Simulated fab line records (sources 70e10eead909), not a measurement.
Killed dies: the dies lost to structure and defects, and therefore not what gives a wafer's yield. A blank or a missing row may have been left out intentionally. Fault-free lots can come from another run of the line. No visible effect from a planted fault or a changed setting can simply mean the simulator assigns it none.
fab line records | flow nandHarc
record lots=5 wafers=15 lastDay=31
route steps=1302 shown P_ZERO_WELL@14
lots that met no fault: taken from a fault-free run of the same line
startH: hours from the record's opening day to when the first of the lot's shown wafers began | waitH: hours elapsed since this lot's preceding step | " unchanged from the row above | L1.1+2: one row covering several wafers at once | - no value, or no start given | * or withheld: withheld | < > ~ a bound
route shown NAME@n: a module of which the file shows steps, and the number in the route of the first | usual: mean/standard deviation of fault-free wafers | same: alike in all rows | chamber/n: place in a boat | sites: readings site by site | _std_site: standard deviation of those values | _edge_site: the outer-site mean with the inner-site mean subtracted | radiusMm: how far each site lies from the wafer's centre | mask NAME#n: copy n | behind: the tool/chamber that last shaped the wafer | hold: why the lot was held/for how many hours/how that ended | device: the n, p or np transistor that did not switch | end of line: the tests these same wafers got at the end of their route | a step with no rows: only its recipe | killed: the dies lost at the first sort to structure and to defects; this is not the yield of the wafer | map: dies across one wafer; x = killed, . = not, _ = none there
set.NAME: setting as actually run; set.NAME@STEP: the setting as run at that earlier step | model.NAME: the simulator's own value behind a step, which no gauge read
lots at selected steps of the route; one table per step, one row per wafer
services: a tool's chamber out of use, with start hour (startH, from the record's first day; less than 0 if before it), hours out, and reason
## steps
# step NHARC_P_ZERO_WELL_CD_MEAS_11
# recipe targetCdNm=500 landingEnergyEv=500
# usual cdNm=500.3/2.7
# same landingEnergyEv=500
# columns lot.wafer tool chamber startH waitH cdNm
L800.3 cdSem-01 0 21.17 - 503.9
L800.4 " 0 " " 500.3
L800.5 " 0 " " 495.8
L802.2 cdSem-02 0 41.11 - 500.9
L802.3 " 0 " " 504.5
L802.6 " 0 " " 501.0
L805.1 cdSem-02 0 71.12 - 502.3
L805.3 " 0 " " 506.2
L805.6 " 0 " " 504.4
L815.1 cdSem-02 0 171.12 - 496.5
L815.3 " 0 " " 500.0
L815.6 " 0 " " 494.6
L818.1 cdSem-01 0 201.13 - 503.6
L818.3 " 0 " " 497.1
L818.5 " 0 " " 503.1
# step NHARC_P_ZERO_WELL_HARDBAKE_12
# recipe tempC=118 timeS=65
# step NHARC_P_ZERO_WELL_DESCUM_13
# recipe timeS=3 o2FlowSccm=200 arFlowSccm=0 biasPowerW=0 chemistry=O2
# usual drypumpMotorCurrentA=5.8/0.46 oesProductAu=1.000/0.013 rfVppV=57.6/1 showerheadPlenumPTorr=1.88/0.081 throttleValvePct=11.311/0.009
# columns lot.wafer tool chamber startH waitH drypumpMotorCurrentA oesProductAu rfHoursCounterH rfVppV showerheadPlenumPTorr throttleValvePct
L800.4 rieDiel-08 1 22.80 - 5.5 1.003 0 58.6 1.97 11.283
L800.3 " 0 " " 6.1 1.022 0 57.7 1.81 11.304
L800.5 " 2 " " 6.3 1.006 - 59.8 1.96 11.315
L802.3 rieDiel-06 1 41.27 - 5.6 0.998 32 57.7 1.85 11.296
L802.2 " 0 " " 6.1 1.001 27 60.2 1.90 11.302
L802.6 " 1 " " 5.5 0.999 - 58.9 1.85 11.305
L805.1 rieDiel-06 1 71.28 - 5.5 0.996 39 58.3 1.84 11.311
L805.3 " 3 " " 6.2 0.993 43 57.8 1.89 11.328
L805.6 " 2 " " 6.3 0.987 - 57.3 1.78 11.302
L815.3 rieDiel-06 2 171.29 - 6.3 0.988 8 56.7 1.77 11.308
L815.1 " 3 " " 6.2 0.986 7 58.5 1.88 11.299
L815.6 " 2 " " 6.3 1.008 - 56.5 1.77 11.312
L818.3 rieDiel-08 2 201.29 - 6.3 1.008 0 58.9 1.94 11.301
L818.1 " 0 " " 6.1 1.030 0 56.2 1.79 11.319
L818.5 " 2 " " 6.4 0.999 - 58.2 1.94 11.308
# step NHARC_P_ZERO_WELL_ETCH_65
# recipe targetDepthA=800 overetchA=240 timeS=87.88 ionEnergyEv=200 n2FlowSccm=150 h2FlowSccm=150 arFlowSccm=0 rfW=400 biasW=150 chemistry=N2/H2
# usual drypumpMotorCurrentA=5.9/0.45 oesProductAu=1.001/0.013 rfVppV=429.7/2.5 showerheadPlenumPTorr=2.01/0.087 throttleValvePct=14.170/0.0095
# columns lot.wafer tool chamber startH waitH drypumpMotorCurrentA oesProductAu rfHoursCounterH rfVppV showerheadPlenumPTorr throttleValvePct
L800.3 rieDiel-08 2 22.91 0.1 6.4 0.993 0 431.0 2.09 14.170
L800.4 " 3 " " 5.1 1.004 0 433.3 2.14 14.163
L800.5 " 2 " " 6.3 1.003 - 433.1 2.09 14.159
L802.3 rieDiel-06 3 41.35 0.1 6.2 0.978 31 430.0 2.02 14.156
L802.2 " 2 " " 6.3 0.984 32 426.0 1.90 14.179
L802.6 " 3 " " 6.2 0.981 - 429.6 2.02 14.163
L805.3 rieDiel-06 2 71.36 0.1 6.4 0.981 46 426.0 1.89 14.177
L805.1 " 3 " " 6.2 0.993 43 430.2 2.01 14.178
L805.6 " 2 " " 6.3 0.974 - 426.7 1.89 14.171
L815.1 rieDiel-06 2 171.36 0.1 6.4 0.998 8 426.5 1.89 14.164
L815.3 " 3 " " 6.2 0.981 7 430.9 2.00 14.166
L815.6 " 3 " " 6.2 0.984 - 430.4 2.00 14.172
L818.3 rieDiel-08 3 201.37 0.1 5.1 0.998 0 433.9 2.12 14.184
L818.1 " 0 " " 6.1 1.022 0 426.6 1.91 14.154
L818.5 " 3 " " 5.1 1.004 - 431.3 2.12 14.168
# step NHARC_P_ZERO_WELL_ETCH_62
# recipe targetDepthA=130 timeS=6.5 chf3FlowSccm=50 arFlowSccm=200 rfW=500 biasW=200 chemistry=CHF3/Ar
# usual drypumpMotorCurrentA=5.8/0.46 oesProductAu=0.961/0.018 rfVppV=369.9/2.5 showerheadPlenumPTorr=2.31/0.095 throttleValvePct=20.217/0.0095
# columns lot.wafer tool chamber startH waitH drypumpMotorCurrentA oesProductAu rfHoursCounterH rfVppV showerheadPlenumPTorr throttleValvePct
L800.3 rieDiel-08 1 - - 5.5 0.947 0 372.7 2.41 20.217
L800.4 " 3 " " 5.1 0.972 0 373.1 2.45 20.229
L800.5 " 1 " " 5.5 0.943 - 371.3 2.41 20.212
L802.2 rieDiel-06 2 - - 6.4 0.944 32 366.4 2.19 20.217
L802.3 " 1 " " 5.5 0.955 32 368.6 2.26 20.225
L802.6 " 3 " " 6.2 0.959 - 369.9 2.32 20.217
L805.1 rieDiel-06 0 - - 6.1 0.988 39 370.6 2.32 20.226
L805.3 " 2 " " 6.3 0.956 46 366.9 2.19 20.211
L805.6 " 1 " " 5.6 0.957 - 369.1 2.26 20.214
L815.3 rieDiel-06 0 - - 6.1 0.978 8 369.7 2.31 20.219
L815.1 " 1 " " 5.6 0.966 8 368.0 2.25 20.240
L815.6 " 0 " " 6.1 0.975 - 369.4 2.31 20.227
L818.1 rieDiel-08 2 - - 6.4 0.953 0 371.6 2.38 20.228
L818.3 " 0 " " 6.1 0.996 0 367.0 2.20 20.219
L818.5 " 3 " " 5.1 0.958 - 373.7 2.43 20.224
# step NHARC_P_ZERO_WELL_ETCH_63
# recipe targetDepthA=1200 timeS=40.1 hbrFlowSccm=150 cl2FlowSccm=50 rfW=400 icpW=400 biasW=100 chemistry=HBr/Cl2
# usual drypumpMotorCurrentA=5.8/0.45 oesProductAu=1.006/0.018 throttleValvePct=26.405/0.0093
# columns lot.wafer tool chamber startH waitH drypumpMotorCurrentA oesProductAu rfHoursCounterH throttleValvePct
L800.4 rieSi-04 0 23.12 - 6.4 1.028 0.2 26.405
L800.3 " 1 " " 5.1 0.995 0.2 26.399
L800.5 " 3 " " 5.2 1.022 - 26.406
L802.3 rieSi-03 3 41.54 - 6.3 1.028 1.0 26.414
L802.2 " 0 " " 5.9 1.034 0.9 26.404
L802.6 " 3 " " 6.4 1.015 - 26.401
L805.1 rieSi-03 3 71.53 - 6.4 1.007 0.2 26.419
L805.3 " 0 " " 5.9 1.010 0.2 26.411
L805.6 " 0 " " 5.9 1.014 - 26.409
L815.3 rieSi-03 1 171.56 - 5.3 0.990 0.7 26.406
L815.1 " 2 " " 5.9 1.010 0.7 26.407
L815.6 " 0 " " 5.9 1.023 - 26.420
L818.3 rieSi-04 0 201.56 - 6.4 1.019 0.1 26.419
L818.1 " 1 " " 5.1 0.996 0.1 26.414
L818.5 " 0 " " 6.4 1.017 - 26.404
# step NHARC_P_ZERO_WELL_STRIP_15
# recipe timeS=900 tempC=130 chemistry=SPM
# step NHARC_P_ZERO_WELL_DEHYDRATE_16
# recipe tempC=150 timeS=120
# step NHARC_P_ZERO_WELL_HMDS_17
# recipe timeS=30
# step NHARC_P_ZERO_WELL_COAT_18
# recipe spinRpm=withheld
# step NHARC_P_ZERO_WELL_SOFTBAKE_19
# recipe tempC=122 timeS=95
# step NHARC_P_ZERO_WELL_EBR_20
# step NHARC_P_ZERO_WELL_EXPOSE_21
# recipe na=0.6 targetCdNm=720 doseMj=22.31 maskId=P_NWELL
# columns lot.wafer tool chamber startH waitH mask
L800.3+4+5 krfScanner-02 0 23.90 - P_NWELL#0
L802.2+3+6 krfScanner-02 0 42.30 - P_NWELL#0
L805.1+3+6 krfScanner-02 0 72.21 - P_NWELL_R1#0
L815.1+3+6 krfScanner-01 0 172.31 - P_NWELL#0
L818.1+3+5 krfScanner-01 0 202.20 - P_NWELL#0
# step NHARC_P_ZERO_WELL_PEB_22
# recipe pebTempC=118 pebTimeS=85
# step NHARC_P_ZERO_WELL_DEVELOP_23
# recipe timeS=70
# step NHARC_P_ZERO_WELL_CD_MEAS_24
# recipe targetCdNm=720 landingEnergyEv=500
# usual cdNm=719.0/2.5
# same landingEnergyEv=500
# columns lot.wafer tool chamber startH waitH cdNm
L800.3 cdSem-02 0 24.04 - 724.3
L800.4 " 0 " " 720.8
L800.5 " 0 " " 722.1
L802.2 cdSem-01 0 42.45 - 720.5
L802.3 " 0 " " 720.4
L802.6 " 0 " " 722.7
L805.1 cdSem-03 0 72.36 - 712.4
L805.3 " 0 " " 709.7
L805.6 " 0 " " 712.5
L815.1 cdSem-02 0 172.47 - 721.6
L815.3 " 0 " " 720.0
L815.6 " 0 " " 719.3
L818.1 cdSem-01 0 202.35 - 722.0
L818.3 " 0 " " 720.2
L818.5 " 0 " " 715.3
# step NHARC_P_ZERO_WELL_HARDBAKE_25
# recipe tempC=125 timeS=80
# step NHARC_P_ZERO_WELL_DESCUM_26
# recipe timeS=3 o2FlowSccm=200 arFlowSccm=0 biasPowerW=0 chemistry=O2
# usual drypumpMotorCurrentA=5.8/0.46 oesProductAu=0.999/0.014 rfVppV=57.6/0.94 showerheadPlenumPTorr=1.88/0.083 throttleValvePct=11.313/0.0083
# columns lot.wafer tool chamber startH waitH drypumpMotorCurrentA oesProductAu rfHoursCounterH rfVppV showerheadPlenumPTorr throttleValvePct model.P_ZERO_WELL.cdNm
L800.4 rieDiel-06 2 24.20 - 6.3 0.984 29 58.5 1.79 11.323 720.5
L800.3 " 0 " " 6.1 1.004 25 59.0 1.90 11.321 723.6
L800.5 " 2 " " 6.3 0.986 - 56.5 1.79 11.334 722.7
L802.3 rieDiel-06 0 44.82 - 6.1 1.017 29 58.4 1.90 11.312 720.3
L802.2 " 2 " " 6.4 0.984 36 56.5 1.78 11.305 720.8
L802.6 " 1 " " 5.6 0.998 - 55.7 1.84 11.315 722
L805.3 rieDiel-08 0 72.52 - 6.0 1.009 17 57.1 1.81 11.307 709.4
L805.1 " 3 " " 5.1 1.007 15 56.8 2.00 11.323 711.3
L805.6 " 0 " " 6.1 1.018 - 56.7 1.80 11.295 712.4
L815.1 rieDiel-08 2 172.64 - 6.4 1.018 47 58.1 1.94 11.305 722.5
L815.3 " 0 " " 6.1 1.027 51 57.9 1.79 11.310 719.3
L815.6 " 1 " " 5.5 0.994 - 56.4 1.95 11.302 718.7
L818.1 rieDiel-10 3 202.52 - 5.7 1.003 49 58.4 1.95 11.309 720.9
L818.3 " 0 " " 5.0 0.974 50 56.5 1.76 11.307 719.8
L818.5 " 3 " " 5.8 0.985 - 58.4 1.95 11.316 714.7
# step NHARC_P_ZERO_WELL_IMPLANT_27
# recipe energyKev=600 doseCm2=1e+13 tiltDeg=7
## services
# columns tool chamber startH hours kind
rieDiel-08 - 13.80 9.0 pm
rieSi-04 - 22.42 0.1 repair
rieSi-03 1 23.54 4.8 repair
rieDiel-08 3 23.57 3.8 repair
krfScanner-01 - 28.77 0.2 repair
krfScanner-02 - 29.63 0.5 repair
krfScanner-01 - 42.51 0.6 repair
rieSi-03 - 44.00 9.0 pm
rieDiel-06 1 48.32 8.0 repair
rieSi-03 2 61.40 12.7 repair
rieDiel-06 1 62.12 8.1 repair
rieDiel-06 - 77.37 0.6 repair
rieSi-03 1 91.98 6.2 repair
krfScanner-02 - 94.00 4.0 pm
rieDiel-06 - 130.37 9.0 pm
rieSi-04 - 137.49 4.4 repair
krfScanner-01 - 140.02 4.0 pm
rieDiel-08 1 142.52 4.5 repair
rieDiel-08 3 149.49 13.8 repair
krfScanner-02 - 152.79 3.1 repair
rieDiel-06 3 181.43 9.7 repair
rieDiel-06 0 182.83 2.9 repair
rieDiel-08 - 190.84 9.0 pm
rieSi-03 1 200.55 151.0 repair
## key
firstSign step=NHARC_P_ZERO_WELL_EXPOSE_21 reading=mask direction=changed
effect step=NHARC_P_ZERO_WELL_CD_MEAS_24 reading=cdNm direction=down sigmas=2.9 usual=719.0 struck=711.5
modelEffect step=NHARC_P_ZERO_WELL_DESCUM_26 value=P_ZERO_WELL.cdNm without=718.9 struck=711
metAt NHARC_P_ZERO_WELL_EXPOSE_21
struckWafers L805.1,L805.3,L805.6
testerLeftOut L805
onsetBetween 42.30 72.21
fault kind=wrongMask tool=any chamber=- onsetH=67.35 steps=NHARC_P_ZERO_WELL_EXPOSE_21 auxCopy=P_NWELL_R1#0 cdOffsetNm=-7.8726 scope=struckLotsOnly
# testerLeftOut: of these lots the tester's yield and bins aren't shown, on N5 and GAA mostly nor the transistor test; their killed dies are dies lost to structure and defects alone, not to doping, threshold or leakage, so they don't give the yield
